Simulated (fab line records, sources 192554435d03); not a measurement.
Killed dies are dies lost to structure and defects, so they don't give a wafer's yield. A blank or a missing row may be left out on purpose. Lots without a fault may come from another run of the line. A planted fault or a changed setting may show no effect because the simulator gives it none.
fab line records | flow n5_finfet
record lots=10 wafers=29 last_day=20
route steps=1938 shown BEOL_M12@1646 BEOL_M13@1659 PASSIVATION@1936
lots that met no fault: from a run of the same line without faults
start_h: hours from the record's first day to the start of the lot's first wafer shown | wait_h: hours since the lot's step before | " the same as in the row above | L1.1+2: a row that stands for several wafers | - no value, or no start given | * or withheld: withheld | < > ~ a bound
route shown NAME@n: a module of which the file shows steps, and the number in the route of the first | usual: mean/standard deviation of fault-free wafers | same: alike in all rows | chamber/n: place in a boat | sites: the reading at each site | _std_site: their standard deviation | _edge_site: outer sites' mean less inner sites' | radius_mm: how far each site lies from the wafer's centre | mask NAME#n: copy n | behind: the tool/chamber that last shaped the wafer | hold: why the lot was held/for how many hours/how that ended | device: the transistor (n, p or np) that didn't switch | end of line: the same wafers' tests at the end of the route | a step without rows: its recipe alone | killed: dies lost to structure and defects at the first sort, not the wafer's yield | map: a wafer's dies, x killed, . not, _ none there
set.NAME: the setting as run; set.NAME@STEP: as run at that earlier step | model.NAME: the simulator's own value behind a step, which no gauge read
steps of the route over a sample of lots; a table a step, a row a wafer
services: from which hour (start_h, from the record's first day; less than 0 if before it) a tool's chamber was out of use, for how many hours, and why
## steps
# step N5_BEOL_M12_DEGAS_41
# recipe ambient=vacuum temp_c=250 time_s=60
# usual heater_power_w=332/32
# columns lot.wafer tool chamber start_h wait_h heater_power_w
L330.3 pvd_sputter-01 - 305.62 0.3 315
L330.4 " - " " 313
L330.6 " - " " 310
L336.2 pvd_sputter-01 - 332.02 0.6 321
L336.3 " - " " 335
L336.5 " - " " 331
L337.1 pvd_sputter-02 - 336.56 0.3 389
L337.2 " - " " 312
L337.5 " - " " 306
L335.2 pvd_sputter-03 - 346.87 0.5 291
L335.3 " - " " 327
L335.4 " - " " 303
L339.2 pvd_sputter-01 - 350.16 0.5 313
L339.3 " - " " 333
L339.4 " - " " 348
L341.1 pvd_sputter-01 - 363.81 0.5 321
L341.3 " - " " 321
L342.3 pvd_sputter-03 - 369.02 0.1 290
L342.4 " - " " 320
L342.5 " - " " 328
L349.1 pvd_sputter-01 - 420.59 0.0 323
L349.5 " - " " 341
L349.6 " - " " 325
L353.1 pvd_sputter-01 - 439.72 0.2 320
L353.2 " - " " 331
L353.4 " - " " 323
L352.2 pvd_sputter-03 - 440.36 0.0 297
L352.3 " - " " 313
L352.4 " - " " 289
# step N5_BEOL_M12_RS_MEAS_54
# recipe thk_meas_gauge=four-point-probe reads=Cu_of_BEOL_M12_ECD_47+Ta_of_BEOL_M12_SPUTTER_44+TaN_of_BEOL_M12_SPUTTER_43
# usual M12_RS=0.0603/0.0012
# columns lot.wafer tool chamber start_h wait_h M12_RS[ohm/sq]
L330.3 film_metro-02 - 306.85 0.0 0.0588
L330.4 " - " " 0.0606
L330.6 " - " " 0.0584
L336.2 film_metro-02 - 333.24 0.0 0.0619
L336.3 " - " " 0.0590
L336.5 " - " " 0.0587
L337.1 film_metro-02 - 339.34 0.0 0.0612
L337.2 " - " " 0.0595
L337.5 " - " " 0.0596
L335.2 film_metro-01 - 348.09 0.0 0.0626
L335.3 " - " " 0.0611
L335.4 " - " " 0.0633
L339.2 film_metro-01 - 351.40 0.0 0.0628
L339.3 " - " " 0.0620
L339.4 " - " " 0.0598
L341.1 film_metro-02 - 365.05 0.0 0.0593
L341.3 " - " " 0.0615
L342.3 film_metro-01 - 370.25 0.0 0.0617
L342.4 " - " " 0.0608
L342.5 " - " " 0.0604
L349.1 film_metro-01 - 421.81 0.0 0.0611
L349.5 " - " " 0.0594
L349.6 " - " " 0.0608
L353.1 film_metro-01 - 440.94 0.0 0.0590
L353.2 " - " " 0.0600
L353.4 " - " " 0.0604
L352.2 film_metro-01 - 441.57 0.0 0.0604
L352.3 " - " " 0.0614
L352.4 " - " " 0.0609
# step N5_BEOL_M13_ILD_DEP_00
# recipe material=SiOC target_thk_a=8379.2 temp_c=350 precursor=DEMS/O2 pressure_torr=5 rf_w=500 time_s=166.4
# usual heater_power_outer_w=255/44 heater_power_w=469/75 run_length_s=211.2/0.52 showerhead_plenum_p_Torr=5.693/0.012 throttle_valve_pct=11.8/0.81
# columns lot.wafer tool chamber start_h wait_h heater_power_outer_w heater_power_w run_length_s showerhead_plenum_p_Torr throttle_valve_pct
L330.3 pecvd-02 2 306.91 0.0 172 324 211.3 5.686 11.0
L330.4 " 1 " " 256 462 211.6 5.694 12.3
L330.6 " 0 " " 300 471 211.0 5.672 11.7
L336.2 pecvd-02 0 333.30 0.0 302 496 210.8 5.676 11.8
L336.3 " 2 " " 158 302 211.2 5.704 10.6
L336.5 " 0 " " 228 395 210.8 5.680 11.5
L337.1 pecvd-04 1 339.40 0.0 220 421 212.0 5.686 13.4
L337.2 " 2 " " 277 502 210.3 5.693 11.2
L337.5 " 1 " " 250 473 212.2 5.718 13.3
L335.2 pecvd-02 0 348.15 0.0 240 407 211.1 5.685 11.9
L335.3 " 1 " " 262 476 211.6 5.707 12.3
L335.4 " 0 " " 273 463 210.9 5.677 11.8
L339.2 pecvd-04 1 351.46 0.0 283 517 212.2 5.695 13.4
L339.3 " 0 " " 267 562 210.6 5.694 11.6
L339.4 " 1 " " 214 418 212.0 5.704 13.7
L341.1 pecvd-04 2 365.11 0.0 280 512 175.6 5.692 11.3
L341.3 " 1 " " 291 509 177.0 5.708 13.1
L342.3 pecvd-04 0 370.31 0.0 283 571 175.9 5.692 11.3
L342.4 " 0 " " 303 610 210.8 5.672 11.9
L342.5 " 2 " " 252 468 210.3 5.704 11.3
L349.1 pecvd-02 1 421.88 0.0 275 497 211.6 5.717 12.4
L349.5 " 2 " " 186 342 211.5 5.689 10.7
L349.6 " 0 " " 301 490 211.5 5.699 11.6
L353.1 pecvd-02 1 441.00 0.0 322 556 211.8 5.704 12.0
L353.2 " 2 " " 178 327 211.2 5.668 10.8
L353.4 " 1 " " 248 472 211.7 5.697 12.2
L352.2 pecvd-02 1 441.64 0.0 295 548 211.4 5.698 12.3
L352.3 " 0 " " 289 482 211.1 5.692 11.5
L352.4 " 2 " " 198 347 211.0 5.684 10.6
# step N5_BEOL_M13_THK_MEAS_01
# recipe reads=SiOC_of_BEOL_M13_ILD_DEP_00
# usual M13_ILD_THK=838/10
# columns lot.wafer tool chamber start_h wait_h M13_ILD_THK[nm]
L330.3 film_metro-02 - 307.06 0.1 839
L330.4 " - " " 838
L330.6 " - " " 842
L336.2 film_metro-02 - 333.46 0.1 836
L336.3 " - " " 849
L336.5 " - " " 845
L337.1 film_metro-01 - 339.55 0.1 838
L337.2 " - " " 829
L337.5 " - " " 849
L335.2 film_metro-01 - 348.31 0.1 836
L335.3 " - " " 834
L335.4 " - " " 849
L339.2 film_metro-02 - 351.61 0.1 839
L339.3 " - " " 829
L339.4 " - " " 842
L341.1 film_metro-01 - 365.26 0.1 655
L341.3 " - " " 654
L342.3 film_metro-01 - 370.47 0.1 648
L342.4 " - " " 848
L342.5 " - " " 840
L349.1 film_metro-01 - 422.03 0.1 830
L349.5 " - " " 833
L349.6 " - " " 845
L353.1 film_metro-01 - 441.15 0.1 824
L353.2 " - " " 823
L353.4 " - " " 831
L352.2 film_metro-02 - 441.79 0.1 826
L352.3 " - " " 830
L352.4 " - " " 839
# step N5_BEOL_M13_OVL_MEAS_11
# recipe points_per_wafer=44
# usual V12_OVL=1/5.5
# columns lot.wafer tool chamber start_h wait_h V12_OVL[nm]
L330.3 overlay-01 0 307.52 0.0 3
L330.4 " 0 " " 10
L330.6 " 0 " " 6
L336.2 overlay-01 0 333.91 0.0 -2
L336.3 " 0 " " 1
L336.5 " 0 " " -1
L337.1 overlay-01 0 339.92 0.0 -2
L337.2 " 0 " " 0
L337.5 " 0 " " -8
L335.2 overlay-01 0 348.78 0.0 6
L335.3 " 0 " " 8
L335.4 " 0 " " -3
L339.2 overlay-01 0 351.94 0.0 -11
L339.3 " 0 " " -3
L339.4 " 0 " " 1
L341.1 overlay-01 0 365.72 0.0 5
L341.3 " 0 " " 5
L342.3 overlay-01 0 370.92 0.0 -3
L342.4 " 0 " " -6
L342.5 " 0 " " -4
L349.1 overlay-01 0 422.36 0.0 -2
L349.5 " 0 " " 0
L349.6 " 0 " " 2
L353.1 overlay-01 0 441.48 0.0 -7
L353.2 " 0 " " -3
L353.4 " 0 " " -6
L352.2 overlay-02 0 442.12 0.0 -5
L352.3 " 0 " " 7
L352.4 " 0 " " 5
# step N5_BEOL_M13_STRIP_63
# recipe chemistry=N2/H2 power_w=1000 temp_c=250 h2_frac=0.65 overash_fraction=0.3 pressure_mtorr=1000 n2_flow_sccm=1750 h2_flow_sccm=3250
# usual drypump_motor_current_A=5.57/0.21 heater_power_w=320/36 oes_product_au=0.673/0.0044 strip_time_to_endpoint_s=27.6/1.2
# columns lot.wafer tool chamber start_h wait_h drypump_motor_current_A heater_power_w oes_product_au rf_hours_counter_h strip_time_to_endpoint_s
L330.3 plasma_asher-01 1 307.92 - 5.53 374 0.665 - 27.8
L330.4 " 0 " " 5.30 282 0.677 - 26.1
L330.6 " 0 " " 5.28 277 0.673 - 25.8
L336.2 plasma_asher-02 1 334.29 - 5.83 310 0.678 83 28.4
L336.3 " 0 " " 5.62 311 0.671 - 27.8
L336.5 " 0 " " 5.62 316 0.678 - 27.9
L337.1 plasma_asher-02 0 340.30 - 5.67 313 0.677 84 28.1
L337.2 " 1 " " 5.84 310 0.681 84 29.2
L337.5 " 1 " " 5.85 318 0.675 - 26.9
L335.2 plasma_asher-02 1 349.42 - 5.85 308 0.674 87 28.2
L335.3 " 0 " " 5.62 313 0.672 - 27.6
L335.4 " 1 " " 5.82 311 0.673 - 27.2
L339.2 plasma_asher-02 1 352.32 - 5.84 315 0.675 87 28.0
L339.3 " 0 " " 5.66 314 0.679 - 29.2
L339.4 " 1 " " 5.81 312 0.670 - 28.4
L341.1 plasma_asher-02 0 366.14 - 5.62 309 0.691 90 43.2
L341.3 " 1 " " 5.85 303 0.689 - 41.8
L342.3 plasma_asher-01 1 371.76 - 5.53 376 0.694 - 43.5
L342.4 " 0 " " 5.29 267 0.676 - 26.9
L342.5 " 1 " " 5.52 371 0.667 - 27.5
L349.1 plasma_asher-02 0 422.84 - 5.67 309 0.669 96 28.2
L349.5 " 0 " " 5.67 309 0.669 - 28.4
L349.6 " 1 " " 5.85 314 0.675 - 27.9
L353.1 plasma_asher-01 1 441.86 - 5.54 379 0.671 173 29.2
L353.2 " 0 " " 5.30 278 0.676 173 29.7
L353.4 " 0 " " 5.28 273 0.668 - 29.7
L352.2 plasma_asher-01 0 442.50 - 5.29 275 0.681 173 28.9
L352.3 " 1 " " 5.50 368 0.677 - 29.2
L352.4 " 0 " " 5.30 281 0.670 - 27.8
# step N5_PASSIVATION_PROBE_49
# usual defect_limited_yield=91.4/1.4 killed_at_M0_to_M3=34/9.1 killed_at_M4_up=14/5.2 killed_at_contacts=12/6.4 killed_at_front_end=38/11 killed_at_other=3.7/2.8 killed_dies=102/17 killed_open=68/13 killed_short=32/7.8 sort_bin_5_function=5.1/1 sort_bin_6_memory=3.2/0.66 sort_n_pass=1076/19 sort_yield_pct=91.2/1.6
# same gross_dies=1180 killed_at_back_side=0 sort_bin_4_leakage[%]=0 sort_bin_8_speed[%]=0
# columns lot.wafer tool chamber start_h wait_h defect_limited_yield[%] killed_at_M0_to_M3 killed_at_M4_up killed_at_contacts killed_at_front_end killed_at_other killed_dies killed_open killed_short sort_bin_5_function[%] sort_bin_6_memory[%] sort_n_pass sort_yield_pct[%]
L330.3 prober-01 - 337.17 0.1 91.1 46 10 9 38 2 105 73 31 6.0 2.7 1075 91.1
L330.4 prober-01 - 337.22 0.2 91.6 25 19 9 39 7 99 65 32 5.3 2.8 1081 91.6
L330.6 prober-01 - 337.32 0.3 92.5 37 12 12 26 2 89 65 24 4.6 2.8 1091 92.5
L335.2 prober-01 - 387.60 0.1 91.9 34 15 1 44 2 96 65 30 4.6 3.3 1084 91.9
L335.3 prober-01 - 387.65 0.1 90.8 31 10 16 50 1 108 64 42 6.2 2.5 1072 90.8
L335.4 prober-01 - 387.70 0.2 87.9 48 20 15 52 8 143 92 51 7.4 4.3 1037 87.9
L339.2 prober-02 - 394.27 0.1 91.9 29 15 12 35 5 96 59 35 4.3 3.5 1084 91.9
L339.3 prober-02 - 394.32 0.1 92.4 23 18 16 31 2 90 63 27 4.0 3.2 1090 92.4
L339.4 prober-02 - 394.37 0.2 90.1 42 18 9 45 3 117 83 34 6.1 3.8 1063 90.1
L342.3 prober-01 - 405.34 0.1 92.6 36 15 7 28 1 87 62 24 4.4 2.9 1093 92.6
L342.4 prober-01 - 405.39 0.2 90.1 36 27 5 47 2 117 85 27 5.3 4.3 1063 90.1
L342.5 prober-01 - 405.44 0.2 92.2 38 10 9 33 2 92 56 34 4.2 3.3 1088 92.2
L349.1 prober-01 - 450.88 0.0 90.7 46 19 9 33 3 110 81 28 5.3 3.6 1070 90.7
L349.5 prober-01 - 451.08 0.2 88.6 39 20 16 60 0 135 100 34 6.8 4.3 1045 88.6
L349.6 prober-01 - 451.13 0.3 87.5 52 16 24 53 3 148 98 46 8.1 4.2 1032 87.5
# killed by level:class
L330.3 BEOL_M2:geometric_particle:open=13 DUMMY_GATE:geometric_particle:open=10 BEOL_M3:geometric_particle:open=9 BEOL_M0_SAQP:geometric_particle:short=9 BEOL_M0_SAQP:geometric_particle:open=8 MOL_CONTACT_COAG:geometric_particle:open=7 FIN_SAQP:geometric_particle:short=5 DUMMY_GATE:geometric_particle:short=4
L330.4 FIN_SAQP:geometric_particle:short=10 BEOL_M4:geometric_particle:open=9 DUMMY_GATE:geometric_particle:open=8 MOL_CONTACT_COAG:geometric_particle:open=7 BEOL_M0_SAQP:geometric_particle:open=7 FIN_SAQP:geometric_particle:open=6 BEOL_M2:geometric_particle:open=4 BEOL_M3:geometric_particle:open=4
L330.6 BEOL_M2:geometric_particle:open=15 MOL_CONTACT_COAG:geometric_particle:open=11 BEOL_M4:geometric_particle:open=7 BEOL_M0_SAQP:geometric_particle:short=5 BEOL_M3:geometric_particle:open=5 STARTING-WAFER:geometric_particle:short=5 DUMMY_GATE:geometric_particle:open=4 BEOL_M0_SAQP:geometric_particle:open=4
L335.2 STI_FIN_REVEAL:geometric_particle:open=8 DUMMY_GATE:geometric_particle:open=8 BEOL_M0_SAQP:geometric_particle:open=8 BEOL_M0_SAQP:geometric_particle:short=7 BEOL_M1:geometric_particle:open=7 FIN_SAQP:geometric_particle:short=6 BEOL_M3:geometric_particle:open=6 BEOL_M2:geometric_particle:open=5
L335.3 STI_FIN_REVEAL:geometric_particle:open=19 MOL_CONTACT_COAG:geometric_particle:open=12 FIN_SAQP:geometric_particle:short=9 BEOL_M1:geometric_particle:open=7 BEOL_M2:geometric_particle:open=6 MOL_CONTACT_COAG:geometric_particle:short=4 DUMMY_GATE:geometric_particle:open=4 BEOL_M3:geometric_particle:short=4
L335.4 STI_FIN_REVEAL:geometric_particle:open=16 FIN_SAQP:geometric_particle:short=13 MOL_CONTACT_COAG:geometric_particle:open=13 BEOL_M1:geometric_particle:open=11 BEOL_M4:geometric_particle:open=11 BEOL_M0_SAQP:geometric_particle:short=8 BEOL_M0_SAQP:geometric_particle:open=6 BEOL_M3:geometric_particle:open=6
L339.2 FIN_SAQP:geometric_particle:open=10 MOL_CONTACT_COAG:geometric_particle:open=7 BEOL_M0_SAQP:geometric_particle:short=7 BEOL_M1:geometric_particle:open=7 FIN_SAQP:geometric_particle:short=5 MOL_CONTACT_COAG:geometric_particle:short=5 BEOL_M0_SAQP:geometric_particle:open=5 BEOL_M4:geometric_particle:open=5
L339.3 MOL_CONTACT_COAG:geometric_particle:open=15 FIN_SAQP:geometric_particle:short=14 FIN_SAQP:geometric_particle:open=6 BEOL_M0_SAQP:geometric_particle:open=6 BEOL_M4:geometric_particle:open=6 BEOL_M1:geometric_particle:open=5 BEOL_M0_SAQP:geometric_particle:short=4 GATE_CUT:geometric_particle:open=3
L339.4 FIN_SAQP:geometric_particle:open=15 BEOL_M4:geometric_particle:open=11 BEOL_M3:geometric_particle:open=9 FIN_SAQP:geometric_particle:short=8 BEOL_M0_SAQP:geometric_particle:short=7 BEOL_M1:geometric_particle:open=7 BEOL_M2:geometric_particle:open=7 MOL_CONTACT_COAG:geometric_particle:open=6
L342.3 BEOL_M0_SAQP:geometric_particle:open=11 BEOL_M4:geometric_particle:open=9 FIN_SAQP:geometric_particle:open=8 BEOL_M1:geometric_particle:open=8 GATE_CUT:geometric_particle:short=5 BEOL_M2:geometric_particle:open=5 MOL_CONTACT_COAG:geometric_particle:open=4 BEOL_M0_SAQP:geometric_particle:short=4
L342.4 BEOL_M4:geometric_particle:open=14 BEOL_M2:geometric_particle:open=11 BEOL_M0_SAQP:geometric_particle:open=9 FIN_SAQP:geometric_particle:open=8 DUMMY_GATE:geometric_particle:open=8 STARTING-WAFER:geometric_particle:open=6 FIN_SAQP:geometric_particle:short=5 GATE_CUT:geometric_particle:open=5
L342.5 BEOL_M2:geometric_particle:open=9 MOL_CONTACT_COAG:geometric_particle:open=8 BEOL_M0_SAQP:geometric_particle:open=8 BEOL_M1:geometric_particle:open=8 BEOL_M0_SAQP:geometric_particle:short=6 FIN_SAQP:geometric_particle:open=5 GATE_CUT:geometric_particle:short=4 STARTING-WAFER:geometric_particle:short=4
L349.1 BEOL_M0_SAQP:geometric_particle:open=13 BEOL_M4:geometric_particle:open=11 STI_FIN_REVEAL:geometric_particle:open=10 BEOL_M1:geometric_particle:open=9 MOL_CONTACT_COAG:geometric_particle:open=8 BEOL_M0_SAQP:geometric_particle:short=7 BEOL_M2:geometric_particle:open=6 DUMMY_GATE:geometric_particle:open=5
L349.5 FIN_SAQP:geometric_particle:open=15 STI_FIN_REVEAL:geometric_particle:open=15 BEOL_M2:geometric_particle:open=13 MOL_CONTACT_COAG:geometric_particle:open=12 FIN_SAQP:geometric_particle:short=11 BEOL_M1:geometric_particle:open=10 BEOL_M4:geometric_particle:open=9 BEOL_M3:geometric_particle:open=6
L349.6 MOL_CONTACT_COAG:geometric_particle:open=16 BEOL_M1:geometric_particle:open=15 BEOL_M2:geometric_particle:open=12 FIN_SAQP:geometric_particle:open=10 BEOL_M3:geometric_particle:open=9 STI_FIN_REVEAL:geometric_particle:open=8 MOL_CONTACT_COAG:geometric_particle:short=8 STARTING-WAFER:geometric_particle:open=7
## services
# columns tool chamber start_h hours kind
pecvd-02 0 297.53 2.1 scheduled_down
pecvd-04 0 310.70 5.5 scheduled_down
plasma_asher-01 - 318.36 1.5 repair
plasma_asher-01 - 347.50 3.3 repair
pecvd-02 2 359.96 - clean
pecvd-02 2 359.96 29.5 scheduled_down
pecvd-02 2 359.96 29.5 vent_cycle
plasma_asher-02 - 368.23 15.7 repair
pecvd-04 0 377.57 5.4 repair
pecvd-02 - 400.28 6.0 pm
pecvd-04 1 404.41 5.5 scheduled_down
pvd_sputter-03 - 423.06 8.9 repair
## key
first_sign step=N5_BEOL_M13_ILD_DEP_00 reading=run_length_s direction=down sigmas=67 usual=* struck=*
effect step=N5_BEOL_M13_THK_MEAS_01 reading=M13_ILD_THK direction=down sigmas=18 usual=838 struck=652
effect step=N5_BEOL_M13_STRIP_63 reading=strip_time_to_endpoint_s direction=up sigmas=13 usual=* struck=*
met_at N5_BEOL_M13_ILD_DEP_00
struck_lots L341,L342
struck_wafers L341.1,L341.3,L342.3
not_acting_at N5_BEOL_M12_DEGAS_41,N5_BEOL_M12_RS_MEAS_54,N5_BEOL_M13_OVL_MEAS_11
onset_between 351.46 365.11
fault kind=process_parameter_drift tool=pecvd-04 chamber=- onset_h=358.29 steps=N5_BEOL_M13_ILD_DEP_00 channel=time_s offset=* shape=step end_h=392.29 scope=struck_wafers_only acts_in=* stated=*
